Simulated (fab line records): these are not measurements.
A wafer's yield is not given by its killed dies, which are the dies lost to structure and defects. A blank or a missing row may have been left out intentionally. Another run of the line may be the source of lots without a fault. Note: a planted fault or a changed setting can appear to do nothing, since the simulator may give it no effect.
Which tool did it? || flow nand-harc || 72 wafers from 24 lots sampled at 3 of the route's 1302 steps

== WHAT EACH GAUGE READ, for each wafer ==
NHARC_A_CHANNEL_FILL_D2_INSPECT_13. Usual: raw-defect-count 345, standard deviation 100.
{"lot": "L076", "measured": "day 15 18:25", "on": "defect-inspect-01", "raw-defect-count": "404 429 422", "flag": ""}
{"lot": "L075", "measured": "day 15 18:25", "on": "defect-inspect-02", "raw-defect-count": "272 567 282", "flag": ""}
{"lot": "L074", "measured": "day 16 04:43", "on": "defect-inspect-02", "raw-defect-count": "387 368 284", "flag": ""}
{"lot": "L078", "measured": "day 16 16:50", "on": "defect-inspect-02", "raw-defect-count": "297 252 187", "flag": ""}
{"lot": "L077", "measured": "day 16 16:40", "on": "defect-inspect-02", "raw-defect-count": "686 410 593", "flag": ""}
{"lot": "L080", "measured": "day 17 14:23", "on": "defect-inspect-01", "raw-defect-count": "433 310 335", "flag": ""}
{"lot": "L079", "measured": "day 17 17:57", "on": "defect-inspect-02", "raw-defect-count": "337 475 349", "flag": ""}
{"lot": "L082", "measured": "day 19 04:13", "on": "defect-inspect-01", "raw-defect-count": "241 254 210", "flag": ""}
{"lot": "L084", "measured": "day 19 04:13", "on": "defect-inspect-02", "raw-defect-count": "358 259 397", "flag": ""}
{"lot": "L081", "measured": "day 19 11:37", "on": "defect-inspect-01", "raw-defect-count": "239 371 283", "flag": ""}
{"lot": "L083", "measured": "day 19 19:03", "on": "defect-inspect-02", "raw-defect-count": "408 380 386", "flag": ""}
{"lot": "L085", "measured": "day 20 06:17", "on": "defect-inspect-01", "raw-defect-count": "303 201 298", "flag": ""}
{"lot": "L086", "measured": "day 20 06:18", "on": "defect-inspect-02", "raw-defect-count": "219 186 278", "flag": ""}
{"lot": "L088", "measured": "day 21 06:17", "on": "defect-inspect-01", "raw-defect-count": "293 278 308", "flag": ""}
{"lot": "L087", "measured": "day 21 06:19", "on": "defect-inspect-02", "raw-defect-count": "283 267 293", "flag": ""}
{"lot": "L089", "measured": "day 21 09:39", "on": "defect-inspect-01", "raw-defect-count": "347 329 330", "flag": ""}
{"lot": "L090", "measured": "day 22 06:47", "on": "defect-inspect-02", "raw-defect-count": "513 400 603", "flag": ""}
{"lot": "L091", "measured": "day 22 06:47", "on": "defect-inspect-01", "raw-defect-count": "372 276 397", "flag": ""}
{"lot": "L092", "measured": "day 22 12:28", "on": "defect-inspect-01", "raw-defect-count": "455 379 461", "flag": ""}
{"lot": "L093", "measured": "day 23 09:13", "on": "defect-inspect-02", "raw-defect-count": "358 288 265", "flag": ""}
{"lot": "L094", "measured": "day 23 13:42", "on": "defect-inspect-02", "raw-defect-count": "216 271 253", "flag": ""}
{"lot": "L096", "measured": "day 24 20:58", "on": "defect-inspect-02", "raw-defect-count": "338 246 336", "flag": ""}
{"lot": "L095", "measured": "day 25 02:50", "on": "defect-inspect-02", "raw-defect-count": "223 213 208", "flag": ""}
{"lot": "L097", "measured": "day 24 20:55", "on": "defect-inspect-01", "raw-defect-count": "549 483 357", "flag": ""}

== EACH LOT AND THE TOOL THAT RAN IT (in order: tool; ch and the chambers of the sampled wafers; start) ==
{"lot": "L076", "NHARC_A_CHANNEL_HOLE_D2_ETCH_34": "rie-diel-13 ch 0,3, day 13 10:38 or earlier", "NHARC_A_CHANNEL_HOLE_D2_ETCH_21": "har-etch-01 ch 0,1, day 13 10:38"}
{"lot": "L075", "NHARC_A_CHANNEL_HOLE_D2_ETCH_34": "rie-diel-05 ch 0,1,3, day 13 14:47 or earlier", "NHARC_A_CHANNEL_HOLE_D2_ETCH_21": "har-etch-02 ch 0, day 13 14:47"}
{"lot": "L074", "NHARC_A_CHANNEL_HOLE_D2_ETCH_34": "rie-diel-05 ch 0,1, day 13 23:32 or earlier", "NHARC_A_CHANNEL_HOLE_D2_ETCH_21": "har-etch-02 ch 0,1, day 13 23:32"}
{"lot": "L078", "NHARC_A_CHANNEL_HOLE_D2_ETCH_34": "rie-diel-05 ch 0,1,2, day 14 10:02 or earlier", "NHARC_A_CHANNEL_HOLE_D2_ETCH_21": "har-etch-02 ch 0,1, day 14 10:02"}
{"lot": "L077", "NHARC_A_CHANNEL_HOLE_D2_ETCH_34": "rie-diel-12 ch 1,2,3, day 14 10:38 or earlier", "NHARC_A_CHANNEL_HOLE_D2_ETCH_21": "har-etch-01 ch 0,1, day 14 10:38"}
{"lot": "L080", "NHARC_A_CHANNEL_HOLE_D2_ETCH_34": "rie-diel-12 ch 0,2,3, day 15 09:14 or earlier", "NHARC_A_CHANNEL_HOLE_D2_ETCH_21": "har-etch-01 ch 0,1, day 15 09:14"}
{"lot": "L079", "NHARC_A_CHANNEL_HOLE_D2_ETCH_34": "rie-diel-05 ch 1,2,3, day 15 09:38 or earlier", "NHARC_A_CHANNEL_HOLE_D2_ETCH_21": "har-etch-02 ch 0,1, day 15 09:38"}
{"lot": "L082", "NHARC_A_CHANNEL_HOLE_D2_ETCH_34": "rie-diel-12 ch 0,1,3, day 16 21:58 or earlier", "NHARC_A_CHANNEL_HOLE_D2_ETCH_21": "har-etch-01 ch 0,1, day 16 21:58"}
{"lot": "L084", "NHARC_A_CHANNEL_HOLE_D2_ETCH_34": "rie-diel-05 ch 0,2,3, day 17 02:05 or earlier", "NHARC_A_CHANNEL_HOLE_D2_ETCH_21": "har-etch-01 ch 1, day 17 02:05"}
{"lot": "L081", "NHARC_A_CHANNEL_HOLE_D2_ETCH_34": "rie-diel-13 ch 0,2,3, day 17 06:11 or earlier", "NHARC_A_CHANNEL_HOLE_D2_ETCH_21": "har-etch-01 ch 0,1, day 17 06:11"}
{"lot": "L083", "NHARC_A_CHANNEL_HOLE_D2_ETCH_34": "rie-diel-12 ch 1,2,3, day 17 10:26 or earlier", "NHARC_A_CHANNEL_HOLE_D2_ETCH_21": "har-etch-01 ch 0,1, day 17 10:26"}
{"lot": "L085", "NHARC_A_CHANNEL_HOLE_D2_ETCH_34": "rie-diel-12 ch 1,2, day 17 22:41 or earlier", "NHARC_A_CHANNEL_HOLE_D2_ETCH_21": "har-etch-01 ch 0,1, day 17 22:41"}
{"lot": "L086", "NHARC_A_CHANNEL_HOLE_D2_ETCH_34": "rie-diel-13 ch 1,2, day 18 03:37 or earlier", "NHARC_A_CHANNEL_HOLE_D2_ETCH_21": "har-etch-01 ch 0,1, day 18 03:37"}
{"lot": "L088", "NHARC_A_CHANNEL_HOLE_D2_ETCH_34": "rie-diel-13 ch 0,1,3, day 19 00:17 or earlier", "NHARC_A_CHANNEL_HOLE_D2_ETCH_21": "har-etch-01 ch 0, day 19 00:17"}
{"lot": "L087", "NHARC_A_CHANNEL_HOLE_D2_ETCH_34": "rie-diel-05 ch 2,3, day 19 00:31 or earlier", "NHARC_A_CHANNEL_HOLE_D2_ETCH_21": "har-etch-02 ch 0,1, day 19 00:31"}
{"lot": "L089", "NHARC_A_CHANNEL_HOLE_D2_ETCH_34": "rie-diel-13 ch 1,2,3, day 19 04:31 or earlier", "NHARC_A_CHANNEL_HOLE_D2_ETCH_21": "har-etch-01 ch 0,1, day 19 04:31"}
{"lot": "L090", "NHARC_A_CHANNEL_HOLE_D2_ETCH_34": "rie-diel-13 ch 0,1,3, day 19 23:58 or earlier", "NHARC_A_CHANNEL_HOLE_D2_ETCH_21": "har-etch-01 ch 0, day 19 23:58"}
{"lot": "L091", "NHARC_A_CHANNEL_HOLE_D2_ETCH_34": "rie-diel-05 ch 0,2,3, day 20 00:23 or earlier", "NHARC_A_CHANNEL_HOLE_D2_ETCH_21": "har-etch-02 ch 0,1, day 20 00:23"}
{"lot": "L092", "NHARC_A_CHANNEL_HOLE_D2_ETCH_34": "rie-diel-13 ch 0,2,3, day 20 05:25 or earlier", "NHARC_A_CHANNEL_HOLE_D2_ETCH_21": "har-etch-01 ch 0,1, day 20 05:25"}
{"lot": "L093", "NHARC_A_CHANNEL_HOLE_D2_ETCH_34": "rie-diel-13 ch 1,2, day 21 02:31 or earlier", "NHARC_A_CHANNEL_HOLE_D2_ETCH_21": "har-etch-01 ch 0,1, day 21 02:31"}
{"lot": "L094", "NHARC_A_CHANNEL_HOLE_D2_ETCH_34": "rie-diel-13 ch 0,1,3, day 21 06:37 or earlier", "NHARC_A_CHANNEL_HOLE_D2_ETCH_21": "har-etch-01 ch 0,1, day 21 06:37"}
{"lot": "L096", "NHARC_A_CHANNEL_HOLE_D2_ETCH_34": "rie-diel-05 ch 1,2,3, day 22 13:29 or earlier", "NHARC_A_CHANNEL_HOLE_D2_ETCH_21": "har-etch-01 ch 0,1, day 22 13:29"}
{"lot": "L095", "NHARC_A_CHANNEL_HOLE_D2_ETCH_34": "rie-diel-12 ch 0,1,3, day 22 15:38 or earlier", "NHARC_A_CHANNEL_HOLE_D2_ETCH_21": "har-etch-02 ch 0,1, day 22 15:38"}
{"lot": "L097", "NHARC_A_CHANNEL_HOLE_D2_ETCH_34": "rie-diel-05 ch 0,1,2, day 22 18:02 or earlier", "NHARC_A_CHANNEL_HOLE_D2_ETCH_21": "har-etch-01 ch 0,1, day 22 18:02"}
- NHARC_A_CHANNEL_HOLE_D2_ETCH_34: etches the open film in CF4/CHF3, target depth 154 nm, time 77 s.
- NHARC_A_CHANNEL_HOLE_D2_ETCH_21: etches the open film in C4F8/O2/Ar, time 514.3 s, target depth 1600 nm.

== AS READ BY THE TOOLS THEMSELVES (means over the sampled wafers that have a number; for cases with no such wafer, the mark the record gives instead) ==
NHARC_A_CHANNEL_HOLE_D2_ETCH_34. Usual: drypump-motor-current-A 5.6 A, standard deviation 0.48; oes-product-au 0.964 a.u., standard deviation 0.017; rf-vpp-V 371.7 V, standard deviation 2.4; showerhead-plenum-p-Torr 1.60 Torr, standard deviation 0.069; throttle-valve-pct 16.802 %, standard deviation 0.0094.
{"lot": "L076", "tool": "rie-diel-13", "drypump-motor-current-A (A)": 6.1, "oes-product-au (a.u.)": 0.928, "rf-vpp-V (V)": 371.1, "showerhead-plenum-p-Torr (Torr)": 1.59, "throttle-valve-pct (%)": 16.815, "flag": ""}
{"lot": "L075", "tool": "rie-diel-05", "drypump-motor-current-A (A)": 5.8, "oes-product-au (a.u.)": 0.965, "rf-vpp-V (V)": 371.0, "showerhead-plenum-p-Torr (Torr)": 1.59, "throttle-valve-pct (%)": 16.805, "flag": ""}
{"lot": "L074", "tool": "rie-diel-05", "drypump-motor-current-A (A)": 5.6, "oes-product-au (a.u.)": 0.956, "rf-vpp-V (V)": 372.4, "showerhead-plenum-p-Torr (Torr)": 1.62, "throttle-valve-pct (%)": 16.791, "flag": ""}
{"lot": "L078", "tool": "rie-diel-05", "drypump-motor-current-A (A)": 5.5, "oes-product-au (a.u.)": 0.970, "rf-vpp-V (V)": 372.4, "showerhead-plenum-p-Torr (Torr)": 1.64, "throttle-valve-pct (%)": 16.817, "flag": ""}
{"lot": "L077", "tool": "rie-diel-12", "drypump-motor-current-A (A)": 5.4, "oes-product-au (a.u.)": 0.978, "rf-vpp-V (V)": 371.4, "showerhead-plenum-p-Torr (Torr)": 1.59, "throttle-valve-pct (%)": 16.814, "flag": ""}
{"lot": "L080", "tool": "rie-diel-12", "drypump-motor-current-A (A)": 5.8, "oes-product-au (a.u.)": 0.982, "rf-vpp-V (V)": 371.5, "showerhead-plenum-p-Torr (Torr)": 1.61, "throttle-valve-pct (%)": 16.792, "flag": ""}
{"lot": "L079", "tool": "rie-diel-05", "drypump-motor-current-A (A)": 5.7, "oes-product-au (a.u.)": 0.960, "rf-vpp-V (V)": 371.5, "showerhead-plenum-p-Torr (Torr)": 1.60, "throttle-valve-pct (%)": 16.813, "flag": ""}
{"lot": "L082", "tool": "rie-diel-12", "drypump-motor-current-A (A)": 5.7, "oes-product-au (a.u.)": 0.958, "rf-vpp-V (V)": 373.3, "showerhead-plenum-p-Torr (Torr)": 1.64, "throttle-valve-pct (%)": 16.797, "flag": ""}
{"lot": "L084", "tool": "rie-diel-05", "drypump-motor-current-A (A)": 5.8, "oes-product-au (a.u.)": 0.973, "rf-vpp-V (V)": 371.7, "showerhead-plenum-p-Torr (Torr)": 1.59, "throttle-valve-pct (%)": 16.811, "flag": ""}
{"lot": "L081", "tool": "rie-diel-13", "drypump-motor-current-A (A)": 5.6, "oes-product-au (a.u.)": 0.974, "rf-vpp-V (V)": 371.6, "showerhead-plenum-p-Torr (Torr)": 1.60, "throttle-valve-pct (%)": 16.807, "flag": ""}
{"lot": "L083", "tool": "rie-diel-12", "drypump-motor-current-A (A)": 5.3, "oes-product-au (a.u.)": 0.972, "rf-vpp-V (V)": 372.1, "showerhead-plenum-p-Torr (Torr)": 1.59, "throttle-valve-pct (%)": 16.801, "flag": ""}
{"lot": "L085", "tool": "rie-diel-12", "drypump-motor-current-A (A)": 5.3, "oes-product-au (a.u.)": 0.925, "rf-vpp-V (V)": 369.7, "showerhead-plenum-p-Torr (Torr)": 1.54, "throttle-valve-pct (%)": 16.810, "flag": ""}
{"lot": "L086", "tool": "rie-diel-13", "drypump-motor-current-A (A)": 4.9, "oes-product-au (a.u.)": 0.951, "rf-vpp-V (V)": 372.0, "showerhead-plenum-p-Torr (Torr)": 1.62, "throttle-valve-pct (%)": 16.803, "flag": ""}
{"lot": "L088", "tool": "rie-diel-13", "drypump-motor-current-A (A)": 5.6, "oes-product-au (a.u.)": 0.972, "rf-vpp-V (V)": 371.2, "showerhead-plenum-p-Torr (Torr)": 1.57, "throttle-valve-pct (%)": 16.800, "flag": ""}
{"lot": "L087", "tool": "rie-diel-05", "drypump-motor-current-A (A)": 5.9, "oes-product-au (a.u.)": 0.958, "rf-vpp-V (V)": 370.2, "showerhead-plenum-p-Torr (Torr)": 1.55, "throttle-valve-pct (%)": 16.806, "flag": ""}
{"lot": "L089", "tool": "rie-diel-13", "drypump-motor-current-A (A)": 5.2, "oes-product-au (a.u.)": 0.969, "rf-vpp-V (V)": 370.8, "showerhead-plenum-p-Torr (Torr)": 1.58, "throttle-valve-pct (%)": 16.799, "flag": ""}
{"lot": "L090", "tool": "rie-diel-13", "drypump-motor-current-A (A)": 5.6, "oes-product-au (a.u.)": 0.954, "rf-vpp-V (V)": 370.5, "showerhead-plenum-p-Torr (Torr)": 1.57, "throttle-valve-pct (%)": 16.791, "flag": ""}
{"lot": "L091", "tool": "rie-diel-05", "drypump-motor-current-A (A)": 5.8, "oes-product-au (a.u.)": 0.967, "rf-vpp-V (V)": 371.7, "showerhead-plenum-p-Torr (Torr)": 1.59, "throttle-valve-pct (%)": 16.806, "flag": ""}
{"lot": "L092", "tool": "rie-diel-13", "drypump-motor-current-A (A)": 5.6, "oes-product-au (a.u.)": 0.978, "rf-vpp-V (V)": 372.3, "showerhead-plenum-p-Torr (Torr)": 1.59, "throttle-valve-pct (%)": 16.797, "flag": ""}
{"lot": "L093", "tool": "rie-diel-13", "drypump-motor-current-A (A)": 4.9, "oes-product-au (a.u.)": 0.967, "rf-vpp-V (V)": 372.6, "showerhead-plenum-p-Torr (Torr)": 1.65, "throttle-valve-pct (%)": 16.801, "flag": ""}
{"lot": "L094", "tool": "rie-diel-13", "drypump-motor-current-A (A)": 5.6, "oes-product-au (a.u.)": 0.978, "rf-vpp-V (V)": 371.6, "showerhead-plenum-p-Torr (Torr)": 1.57, "throttle-valve-pct (%)": 16.807, "flag": ""}
{"lot": "L096", "tool": "rie-diel-05", "drypump-motor-current-A (A)": 5.6, "oes-product-au (a.u.)": 0.937, "rf-vpp-V (V)": 371.5, "showerhead-plenum-p-Torr (Torr)": 1.60, "throttle-valve-pct (%)": 16.806, "flag": ""}
{"lot": "L095", "tool": "rie-diel-12", "drypump-motor-current-A (A)": 5.7, "oes-product-au (a.u.)": 0.966, "rf-vpp-V (V)": 372.9, "showerhead-plenum-p-Torr (Torr)": 1.64, "throttle-valve-pct (%)": 16.803, "flag": ""}
{"lot": "L097", "tool": "rie-diel-05", "drypump-motor-current-A (A)": 5.5, "oes-product-au (a.u.)": 0.970, "rf-vpp-V (V)": 372.5, "showerhead-plenum-p-Torr (Torr)": 1.64, "throttle-valve-pct (%)": 16.803, "flag": ""}

NHARC_A_CHANNEL_HOLE_D2_ETCH_21. Usual: drypump-motor-current-A 5.6 A, standard deviation 0.59; showerhead-plenum-p-Torr 3.53 Torr, standard deviation 0.15; throttle-valve-pct 32.154 %, standard deviation 0.0092.
{"lot": "L076", "tool": "har-etch-01", "drypump-motor-current-A (A)": 5.4, "showerhead-plenum-p-Torr (Torr)": 3.50, "throttle-valve-pct (%)": 32.154, "flag": ""}
{"lot": "L075", "tool": "har-etch-02", "drypump-motor-current-A (A)": 5.7, "showerhead-plenum-p-Torr (Torr)": 3.49, "throttle-valve-pct (%)": 32.161, "flag": ""}
{"lot": "L074", "tool": "har-etch-02", "drypump-motor-current-A (A)": 5.6, "showerhead-plenum-p-Torr (Torr)": 3.49, "throttle-valve-pct (%)": 32.163, "flag": ""}
{"lot": "L078", "tool": "har-etch-02", "drypump-motor-current-A (A)": 5.6, "showerhead-plenum-p-Torr (Torr)": 3.49, "throttle-valve-pct (%)": 32.158, "flag": ""}
{"lot": "L077", "tool": "har-etch-01", "drypump-motor-current-A (A)": 5.9, "showerhead-plenum-p-Torr (Torr)": 3.52, "throttle-valve-pct (%)": 32.153, "flag": ""}
{"lot": "L080", "tool": "har-etch-01", "drypump-motor-current-A (A)": 5.4, "showerhead-plenum-p-Torr (Torr)": 3.48, "throttle-valve-pct (%)": 32.156, "flag": ""}
{"lot": "L079", "tool": "har-etch-02", "drypump-motor-current-A (A)": 5.7, "showerhead-plenum-p-Torr (Torr)": 3.47, "throttle-valve-pct (%)": 32.151, "flag": ""}
{"lot": "L082", "tool": "har-etch-01", "drypump-motor-current-A (A)": 5.9, "showerhead-plenum-p-Torr (Torr)": 3.50, "throttle-valve-pct (%)": 32.147, "flag": ""}
{"lot": "L084", "tool": "har-etch-01", "drypump-motor-current-A (A)": 4.9, "showerhead-plenum-p-Torr (Torr)": 3.45, "throttle-valve-pct (%)": 32.153, "flag": ""}
{"lot": "L081", "tool": "har-etch-01", "drypump-motor-current-A (A)": 5.4, "showerhead-plenum-p-Torr (Torr)": 3.47, "throttle-valve-pct (%)": 32.147, "flag": ""}
{"lot": "L083", "tool": "har-etch-01", "drypump-motor-current-A (A)": 5.9, "showerhead-plenum-p-Torr (Torr)": 3.50, "throttle-valve-pct (%)": 32.151, "flag": ""}
{"lot": "L085", "tool": "har-etch-01", "drypump-motor-current-A (A)": 5.8, "showerhead-plenum-p-Torr (Torr)": 3.49, "throttle-valve-pct (%)": 32.161, "flag": ""}
{"lot": "L086", "tool": "har-etch-01", "drypump-motor-current-A (A)": 5.4, "showerhead-plenum-p-Torr (Torr)": 3.46, "throttle-valve-pct (%)": 32.157, "flag": ""}
{"lot": "L088", "tool": "har-etch-01", "drypump-motor-current-A (A)": 6.4, "showerhead-plenum-p-Torr (Torr)": 3.50, "throttle-valve-pct (%)": 32.148, "flag": ""}
{"lot": "L087", "tool": "har-etch-02", "drypump-motor-current-A (A)": 5.7, "showerhead-plenum-p-Torr (Torr)": 3.92, "throttle-valve-pct (%)": 32.149, "flag": ""}
{"lot": "L089", "tool": "har-etch-01", "drypump-motor-current-A (A)": 5.9, "showerhead-plenum-p-Torr (Torr)": 3.48, "throttle-valve-pct (%)": 32.155, "flag": ""}
{"lot": "L090", "tool": "har-etch-01", "drypump-motor-current-A (A)": 6.3, "showerhead-plenum-p-Torr (Torr)": 3.50, "throttle-valve-pct (%)": 32.161, "flag": ""}
{"lot": "L091", "tool": "har-etch-02", "drypump-motor-current-A (A)": 5.6, "showerhead-plenum-p-Torr (Torr)": 3.91, "throttle-valve-pct (%)": 32.158, "flag": ""}
{"lot": "L092", "tool": "har-etch-01", "drypump-motor-current-A (A)": 5.4, "showerhead-plenum-p-Torr (Torr)": 3.45, "throttle-valve-pct (%)": 32.155, "flag": ""}
{"lot": "L093", "tool": "har-etch-01", "drypump-motor-current-A (A)": 5.9, "showerhead-plenum-p-Torr (Torr)": 3.47, "throttle-valve-pct (%)": 32.162, "flag": ""}
{"lot": "L094", "tool": "har-etch-01", "drypump-motor-current-A (A)": 5.9, "showerhead-plenum-p-Torr (Torr)": 3.47, "throttle-valve-pct (%)": 32.146, "flag": ""}
{"lot": "L096", "tool": "har-etch-01", "drypump-motor-current-A (A)": 5.8, "showerhead-plenum-p-Torr (Torr)": 3.46, "throttle-valve-pct (%)": 32.152, "flag": ""}
{"lot": "L095", "tool": "har-etch-02", "drypump-motor-current-A (A)": 5.6, "showerhead-plenum-p-Torr (Torr)": 3.89, "throttle-valve-pct (%)": 32.160, "flag": ""}
{"lot": "L097", "tool": "har-etch-01", "drypump-motor-current-A (A)": 5.4, "showerhead-plenum-p-Torr (Torr)": 3.43, "throttle-valve-pct (%)": 32.155, "flag": ""}

== THE ANSWER, worked out from the rows above alone ==
Rule: lot off if the mean of its wafers having a number is beyond 3 standard deviations from the usual mean. A lot without any number at a reading at which 4 lots or more have one is off too. All remaining lots with rows at the step are treated as sound. First the gauges in route order, then the tools' own readings, where a lot's mean is used as printed above. At the first step where some lot is off, the reading lying furthest off is the one used; lots without a number count as furthest.
Nothing can be told from this: no lot is off at any reading shown.

== WHAT THE SIMULATOR HAD PUT IN ==
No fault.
